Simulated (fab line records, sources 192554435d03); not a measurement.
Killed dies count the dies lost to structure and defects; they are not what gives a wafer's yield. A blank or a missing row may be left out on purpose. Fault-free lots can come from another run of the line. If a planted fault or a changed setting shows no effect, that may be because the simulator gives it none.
fab line records ; flow n5-finfet
record: lots: 5; wafers: 14; last-day: 17
route steps=1938 shown BEOL_M14@1719 PASSIVATION@1936
lots with no fault: from the same line, run without faults
start-h: start of the lot's first displayed wafer, in hours after the record's first day ; wait-h: hours since the lot's step before ; " same as the row above ; L1.1+2: a row that stands for several wafers ; - no value, or no start given ; * or withheld: withheld ; < > ~ a bound
route shown NAME@n: names a module that has steps shown in the file, with the first one's number in the route ; usual: the fault-free wafers' mean and standard deviation ; same: alike in all rows ; chamber/n: place in a boat ; sites: readings site by site ; _std_site: standard deviation across them ; _edge_site: outer sites' mean less inner sites' ; radius-mm: how far each site lies from the wafer's centre ; mask NAME#n: copy n ; behind: the most recent tool/chamber to have shaped the wafer ; hold: why the lot went on hold/how many hours it stayed there/how the hold came to an end ; device: transistor that didn't switch, given as n, p or np ; end of line: the tests these same wafers got at the end of their route ; a step without rows: its recipe alone ; killed: the dies lost at the first sort to structure and to defects; this is not the yield of the wafer ; map: a wafer's dies, marking killed ones x, the rest . and places with no die _
set.NAME: the setting that was run; set.NAME@STEP: the one run at that earlier step ; model.NAME: the simulator's own value behind a step, which no gauge read
lots at some steps of the route; a table a step, a row a wafer
services: when a tool's chamber went out of use (start-h, in hours from the record's first day, below 0 if earlier), for how many hours, and the reason
== steps ==
step: N5_BEOL_M14_COAT_04
recipe: spin-rpm: 1704; resist-thk-nm: 800
step: N5_BEOL_M14_EBR_06
recipe: solvent: PGMEA; ebr-width-mm: 1.5
step: N5_BEOL_M14_SOFTBAKE_05
recipe: temp-c: 130; time-s: 60
step: N5_BEOL_M14_EXPOSE_07
recipe: mask-id: V13; na: 0.8; source-shape: annular; sigma-inner: 0.5; sigma-outer: 0.8; polarization: unpolarized; attpsm-phase-deg: 180; dose-mj: 57
step: N5_BEOL_M14_PEB_08
recipe: peb-temp-c: 130; peb-time-s: 90
step: N5_BEOL_M14_DEVELOP_09
recipe: develop-time-s: 45; rinse-liquid: diw; dry: air-spin; dev-temp-c: 21
step: N5_BEOL_M14_HARDBAKE_14
recipe: temp-c: 130; time-s: 120
step: N5_BEOL_M14_CD_MEAS_10
recipe: target-cd-nm: 250; landing-energy-ev: 500; detector: se-inlens; polarity: opening
usual: cd-nm: 249.7/1.5
lot.wafer;tool;chamber;start-h;wait-h;cd-nm
L624.1;cd-sem-01;0;250.84;-;250.4
L624.2;cd-sem-01;0;250.84;-;249.3
L624.5;cd-sem-01;0;250.84;-;248.9
L628.1;cd-sem-01;0;270.29;-;249.0
L628.4;cd-sem-01;0;270.29;-;250.5
L628.6;cd-sem-01;0;270.29;-;248.7
L632.4;cd-sem-03;0;298.07;-;251.7
L632.5;cd-sem-03;0;298.07;-;250.0
L637.1;cd-sem-03;0;321.60;-;250.8
L637.5;cd-sem-03;0;321.60;-;249.5
L637.6;cd-sem-03;0;321.60;-;249.7
L640.1;cd-sem-02;0;367.55;-;245.4
L640.2;cd-sem-02;0;367.55;-;246.9
L640.3;cd-sem-02;0;367.55;-;247.1
step: N5_BEOL_M14_OVL_MEAS_11
recipe: points-per-wafer: 44
usual: V13_OVL: 1/6.4
lot.wafer;tool;chamber;start-h;wait-h;V13_OVL[nm]
L624.1;overlay-01;0;250.87;0.0;1
L624.2;overlay-01;0;250.87;0.0;2
L624.5;overlay-01;0;250.87;0.0;6
L628.1;overlay-02;0;270.32;0.0;2
L628.4;overlay-02;0;270.32;0.0;7
L628.6;overlay-02;0;270.32;0.0;1
L632.4;overlay-01;0;298.10;0.0;4
L632.5;overlay-01;0;298.10;0.0;-3
L637.1;overlay-02;0;321.63;0.0;-4
L637.5;overlay-02;0;321.63;0.0;1
L637.6;overlay-02;0;321.63;0.0;1
L640.1;overlay-02;0;367.58;0.0;-1
L640.2;overlay-02;0;367.58;0.0;6
L640.3;overlay-02;0;367.58;0.0;7
step: N5_BEOL_M14_INSPECT_12
recipe: mode: adi; inspect-instrument: macro
usual: raw-defect-count: 1.8/1.3
lot.wafer;tool;chamber;start-h;wait-h;raw-defect-count
L624.1;defect-inspect-02;-;250.89;0.0;3
L624.2;defect-inspect-02;-;250.89;0.0;2
L624.5;defect-inspect-02;-;250.89;0.0;1
L628.1;defect-inspect-01;-;270.35;0.0;2
L628.4;defect-inspect-01;-;270.35;0.0;5
L628.6;defect-inspect-01;-;270.35;0.0;1
L632.4;defect-inspect-01;-;298.12;0.0;3
L632.5;defect-inspect-01;-;298.12;0.0;2
L637.1;defect-inspect-01;-;321.66;0.0;1
L637.5;defect-inspect-01;-;321.66;0.0;1
L637.6;defect-inspect-01;-;321.66;0.0;1
L640.1;defect-inspect-01;-;367.61;0.0;2
L640.2;defect-inspect-01;-;367.61;0.0;1
L640.3;defect-inspect-01;-;367.61;0.0;1
step: N5_BEOL_M14_DESCUM_15
recipe: chemistry: O2; time-s: 7.9; source-power-w: 50; bias-power-w: 20; pressure-mtorr: 20; rf-frequency-hz: 2.712e+07; temp-c: 40; o2-flow-sccm: 225
usual: drypump-motor-current-A: 5.7/0.43; oes-product-au: 0.80/0.088; rf-fwd-power-W: 49.32/0.2; rf-vpp-V: 243.8/1.1; showerhead-plenum-p-Torr: 2.13/0.044; throttle-valve-pct: 20.34/0.21
lot.wafer;tool;chamber;start-h;wait-h;drypump-motor-current-A;oes-product-au;rf-fwd-power-W;rf-hours-counter-h;rf-vpp-V;showerhead-plenum-p-Torr;throttle-valve-pct
L624.1;rie-diel-01;1;250.94;0.0;5.7;0.75;49.32;137;243.7;2.19;20.40
L624.2;rie-diel-01;0;250.94;0.0;6.3;0.72;49.26;212;244.1;2.16;20.40
L624.5;rie-diel-01;1;250.94;0.0;5.7;0.75;49.61;-;243.8;2.19;20.40
L628.1;rie-diel-01;2;270.38;0.0;5.2;0.89;49.40;31;242.7;2.14;20.62
L628.4;rie-diel-01;1;270.38;0.0;5.7;0.74;49.72;-;243.8;2.19;20.42
L628.6;rie-diel-01;2;270.38;0.0;5.2;0.89;49.31;-;242.8;2.14;20.62
L632.4;rie-diel-01;3;298.15;0.0;6.3;0.71;49.69;231;244.8;2.13;20.31
L632.5;rie-diel-01;2;298.15;0.0;5.2;0.89;49.35;-;246.4;2.14;20.64
L637.1;rie-diel-03;0;321.69;0.0;5.8;0.82;49.44;86;245.5;2.20;20.36
L637.5;rie-diel-03;2;321.69;0.0;5.3;0.91;49.23;-;244.8;2.15;19.88
L637.6;rie-diel-03;1;321.69;0.0;5.3;0.79;49.31;-;244.2;2.13;20.56
L640.1;rie-diel-03;3;368.06;0.5;5.3;0.97;49.48;2;244.6;2.14;20.01
L640.2;rie-diel-03;0;368.06;0.5;5.8;0.80;48.94;107;243.6;2.19;20.37
L640.3;rie-diel-03;1;368.06;0.5;5.3;0.78;49.01;113;242.3;2.12;20.59
step: N5_BEOL_M14_ETCH_59
recipe: chemistry: N2/H2; target: BARC; target-depth-a: 890; overetch-a: 267; time-s: 67.9; ion-energy-ev: 200; pressure-mtorr: 30; source-w: 840; bias-w: 150; n2-flow-sccm: 200; h2-flow-sccm: 200
usual: bias-w: 150.0/0.44; drypump-motor-current-A: 5.7/0.43; oes-product-au: 0.69/0.072; rf-fwd-power-W: 832.5/2.9; rf-vpp-V: 525.2/1.8; showerhead-plenum-p-Torr: 2.59/0.057; throttle-valve-pct: 17.81/0.19
lot.wafer;tool;chamber;start-h;wait-h;bias-w;drypump-motor-current-A;oes-product-au;rf-fwd-power-W;rf-hours-counter-h;rf-vpp-V;showerhead-plenum-p-Torr;throttle-valve-pct
L624.1;rie-diel-01;1;250.99;0.0;150.8;5.7;0.64;833.4;137;527.7;2.68;17.97
L624.2;rie-diel-01;0;250.99;0.0;149.4;6.4;0.62;832.6;212;526.5;2.61;17.78
L624.5;rie-diel-01;1;250.99;0.0;150.4;5.7;0.65;835.4;-;526.2;2.68;17.96
L628.1;rie-diel-01;2;270.42;0.0;150.1;5.2;0.76;832.9;31;525.0;2.58;17.85
L628.4;rie-diel-01;1;270.42;0.0;150.1;5.7;0.63;837.1;-;526.2;2.68;17.98
L628.6;rie-diel-01;2;270.42;0.0;149.8;5.3;0.76;836.1;-;524.9;2.58;17.86
L632.4;rie-diel-01;3;298.19;0.0;150.3;6.3;0.61;837.2;231;527.7;2.60;17.80
L632.5;rie-diel-01;2;298.19;0.0;149.3;5.2;0.74;832.4;-;526.5;2.57;17.88
L637.1;rie-diel-03;0;321.73;0.0;150.5;5.9;0.70;837.6;86;528.0;2.68;17.78
L637.5;rie-diel-03;2;321.73;0.0;149.6;5.3;0.78;831.7;-;524.9;2.61;17.43
L637.6;rie-diel-03;1;321.73;0.0;150.1;5.3;0.69;833.1;-;524.5;2.55;17.81
L640.1;rie-diel-03;3;368.10;0.0;149.8;5.2;0.82;832.5;2;525.6;2.62;17.60
L640.2;rie-diel-03;0;368.10;0.0;150.4;5.9;0.68;834.6;107;527.4;2.67;17.82
L640.3;rie-diel-03;1;368.10;0.0;149.7;5.3;0.67;834.2;113;524.7;2.55;17.84
step: N5_BEOL_M14_VIA_ETCH_16
recipe: chemistry: C4F8/O2/Ar; target: SiO2; he-inner-torr: 15; he-outer-torr: 30; target-depth-a: 12313; time-s: withheld; ion-energy-ev: 800; pressure-mtorr: 20; source-w: 1905; bias-w: 2040; Ar_flow_sccm: 400; C4F8_flow_sccm: 16; O2_flow_sccm: 12; ends: cleared
usual: bias-w: 2041/6.5; drypump-motor-current-A: 5.7/0.43; oes_f_703_au: 0.80/0.08; oes-product-au: 0.72/0.079; rf-fwd-power-W: 1900/6.1; rf-vpp-V: 2224/28; showerhead-plenum-p-Torr: 3.50/0.071; throttle-valve-pct: 30.80/0.26
lot.wafer;tool;chamber;start-h;wait-h;bias-w;drypump-motor-current-A;oes_f_703_au;oes-product-au;rf-fwd-power-W;rf-vpp-V;showerhead-plenum-p-Torr;throttle-valve-pct
L624.1;rie-diel-01;1;251.07;0.1;2037;5.7;0.76;0.68;1900;2213;3.56;30.63
L624.2;rie-diel-01;0;251.07;0.1;2049;6.4;0.72;0.64;1903;2224;3.56;30.91
L624.5;rie-diel-01;1;251.07;0.1;2040;5.7;0.76;0.68;1904;2211;3.56;30.64
L628.1;rie-diel-01;2;270.47;0.0;2037;5.2;0.87;0.80;1896;2217;3.51;31.10
L628.4;rie-diel-01;1;270.47;0.0;2046;5.7;0.75;0.66;1906;2211;3.56;30.64
L628.6;rie-diel-01;2;270.47;0.0;2043;5.2;0.87;0.80;1894;2216;3.50;31.10
L632.4;rie-diel-01;3;298.24;0.0;2041;6.3;0.70;0.64;1909;2248;3.53;30.74
L632.5;rie-diel-01;2;298.24;0.0;2038;5.2;0.85;1.04;1893;2214;3.50;31.53
L637.1;rie-diel-03;0;321.78;0.0;2037;5.9;0.77;0.73;1905;2275;3.62;30.86
L637.5;rie-diel-03;2;321.78;0.0;2039;5.3;0.91;0.83;1903;2246;3.54;30.50
L637.6;rie-diel-03;1;321.78;0.0;2036;5.3;0.78;0.72;1888;2213;3.49;31.07
L640.1;rie-diel-03;3;368.15;0.0;2051;5.2;0.93;0.86;1902;2215;3.51;30.46
L640.2;rie-diel-03;0;368.15;0.0;2052;5.8;0.75;0.72;1896;2273;3.61;30.88
L640.3;rie-diel-03;1;368.15;0.0;2043;5.3;0.76;0.71;1906;2212;3.48;31.11
step: N5_BEOL_M14_STRIP_63
recipe: chemistry: O2; power-w: 600; temp-c: 60; pressure-mtorr: 30; rf-frequency-hz: 6e+07; bias-power-w: 0; overash-fraction: 0.3; o2-flow-sccm: 225
usual: drypump-motor-current-A: 5.7/0.43; oes-product-au: 0.80/0.088; rf-vpp-V: 3.6/0.9; showerhead-plenum-p-Torr: 2.14/0.044; throttle-valve-pct: 16.58/0.2
lot.wafer;tool;chamber;start-h;wait-h;drypump-motor-current-A;oes-product-au;rf-hours-counter-h;rf-vpp-V;showerhead-plenum-p-Torr;throttle-valve-pct
L624.1;rie-diel-01;1;-;-;5.7;0.75;138;2.2;2.20;16.62
L624.2;rie-diel-01;0;-;-;6.4;0.73;212;4.7;2.17;16.65
L624.5;rie-diel-01;1;-;-;5.7;0.76;-;2.9;2.19;16.65
L628.1;rie-diel-01;2;-;-;5.2;0.90;31;4.7;2.15;16.82
L628.4;rie-diel-01;1;-;-;5.7;0.74;-;1.5;2.19;16.67
L628.6;rie-diel-01;2;-;-;5.2;0.90;-;3.6;2.15;16.76
L632.4;rie-diel-01;3;-;-;6.3;0.71;231;3.4;2.13;16.64
L632.5;rie-diel-01;2;-;-;5.2;0.86;-;3.2;2.14;16.85
L637.1;rie-diel-03;0;-;-;5.8;0.82;86;5.5;2.21;16.62
L637.5;rie-diel-03;2;-;-;5.3;0.90;-;4.6;2.15;16.13
L637.6;rie-diel-03;1;-;-;5.3;0.79;-;5.0;2.13;16.79
L640.1;rie-diel-03;3;-;-;5.2;0.97;2;3.4;2.14;16.24
L640.2;rie-diel-03;0;-;-;5.9;0.80;107;3.4;2.20;16.60
L640.3;rie-diel-03;1;-;-;5.3;0.78;113;3.8;2.12;16.80
step: N5_PASSIVATION_PROBE_49
usual: defect-limited-yield: 91.1/1.3; killed_at_M0_to_M3: 35/11; killed_at_M4_up: 13/5.4; killed-at-contacts: 14/6.5; killed-at-front-end: 41/11; killed-at-other: 4/3.1; killed-dies: 106/15; killed-open: 69/12; killed-short: 35/7; sort_bin_5_function: 5.2/0.86; sort_bin_6_memory: 3.4/0.64; sort-n-pass: 1074/15; sort-yield-pct: 91.0/1.3
same: gross-dies: 1180; killed-at-back-side: 0; sort_bin_4_leakage[%]: 0; sort_bin_8_speed[%]: 0
lot.wafer;tool;chamber;start-h;wait-h;defect-limited-yield[%];killed_at_M0_to_M3;killed_at_M4_up;killed-at-contacts;killed-at-front-end;killed-at-other;killed-dies;killed-open;killed-short;sort_bin_5_function[%];sort_bin_6_memory[%];sort-n-pass;sort-yield-pct[%]
L628.1;prober-02;-;295.59;0.0;90.3;21;15;18;57;4;115;76;38;6.1;3.5;1065;90.3
L628.4;prober-02;-;295.74;0.2;91.4;28;10;13;45;5;101;73;28;5.7;2.7;1079;91.4
L628.6;prober-02;-;295.84;0.3;90.7;29;5;21;48;7;110;73;35;5.2;4.1;1070;90.7
L640.1;prober-02;-;398.72;0.5;91.3;37;14;13;37;2;103;73;29;5.5;3.1;1077;91.3
L640.2;prober-02;-;398.77;0.6;88.7;54;19;17;40;3;133;81;50;6.7;4.2;1047;88.7
L640.3;prober-02;-;398.82;0.6;91.0;49;16;12;28;1;106;66;39;5.0;3.5;1074;91.0
killed by level:class
L628.1 FIN_SAQP:geometric-particle:open=18 MOL_CONTACT_COAG:geometric-particle:open=15 STI_FIN_REVEAL:geometric-particle:open=10 FIN_SAQP:geometric-particle:short=8 DUMMY_GATE:geometric-particle:open=7 BEOL_M0_SAQP:geometric-particle:short=6 STI_FIN_REVEAL:geometric-particle:short=5 BEOL_M0_SAQP:geometric-particle:open=5
L628.4 STI_FIN_REVEAL:geometric-particle:open=16 BEOL_M2:geometric-particle:open=14 MOL_CONTACT_COAG:geometric-particle:open=10 FIN_SAQP:geometric-particle:short=5 BEOL_M0_SAQP:geometric-particle:short=5 STARTING-WAFER:geometric-particle:short=4 STARTING-WAFER:geometric-particle:open=4 FIN_SAQP:geometric-particle:open=3
L628.6 MOL_CONTACT_COAG:geometric-particle:open=17 STI_FIN_REVEAL:geometric-particle:open=11 FIN_SAQP:geometric-particle:short=9 FIN_SAQP:geometric-particle:open=8 BEOL_M0_SAQP:geometric-particle:open=8 BEOL_M0:geometric-particle:open=7 BEOL_M0_SAQP:geometric-particle:short=4 DUMMY_GATE:geometric-particle:short=3
L640.1 FIN_SAQP:geometric-particle:open=11 MOL_CONTACT_COAG:geometric-particle:open=11 BEOL_M0_SAQP:geometric-particle:open=9 FIN_SAQP:geometric-particle:short=6 BEOL_M0:geometric-particle:open=6 BEOL_M4:geometric-particle:open=6 STI_FIN_REVEAL:geometric-particle:open=5 BEOL_M2:geometric-particle:open=5
L640.2 BEOL_M0_SAQP:geometric-particle:short=20 MOL_CONTACT_COAG:geometric-particle:open=14 STI_FIN_REVEAL:geometric-particle:open=14 BEOL_M0_SAQP:geometric-particle:open=13 BEOL_M2:geometric-particle:open=10 BEOL_M4:geometric-particle:open=10 BEOL_M1:geometric-particle:open=4 STARTING-WAFER:geometric-particle:short=4
L640.3 BEOL_M0_SAQP:geometric-particle:open=22 BEOL_M0_SAQP:geometric-particle:short=19 BEOL_M4:geometric-particle:open=10 MOL_CONTACT_COAG:geometric-particle:open=9 FIN_SAQP:geometric-particle:short=6 DUMMY_GATE:geometric-particle:open=4 ILD0:geometric-particle:open=4 MOL_CONTACT_COAG:geometric-particle:short=3
== services ==
tool;chamber;start-h;hours;kind
rie-diel-01;3;235.05;61.9;repair
rie-diel-03;2;254.30;-;clean
rie-diel-03;2;254.30;-;consumable-replace:focus-ring
rie-diel-03;2;254.30;22.5;scheduled-down
rie-diel-03;2;254.30;22.5;vent-cycle
rie-diel-01;0;275.58;5.2;repair
rie-diel-03;1;302.27;7.5;repair
rie-diel-03;3;315.27;-;clean
rie-diel-03;3;315.27;-;consumable-replace:focus-ring
rie-diel-03;3;315.27;38.3;scheduled-down
rie-diel-03;3;315.27;38.3;vent-cycle
rie-diel-01;0;317.42;11.6;repair
rie-diel-01;3;320.48;100.8;repair
rie-diel-03;2;326.80;3.5;repair
rie-diel-03;3;360.01;6.0;repair
== key ==
first-sign: step: N5_BEOL_M14_VIA_ETCH_16; reading: oes-product-au; direction: up; sigmas: 4; usual: 0.72; struck: 1.04
effect none on later readings
met-at N5_BEOL_M14_VIA_ETCH_16
struck-wafers L632.5
onset-between 270.47 298.24
fault: kind: process-parameter-drift; tool: rie-diel-01; chamber: -; onset-h: 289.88; steps: N5_BEOL_M14_VIA_ETCH_16; channel: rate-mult; offset: 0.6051; shape: step; end-h: 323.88; scope: struck-wafers-only
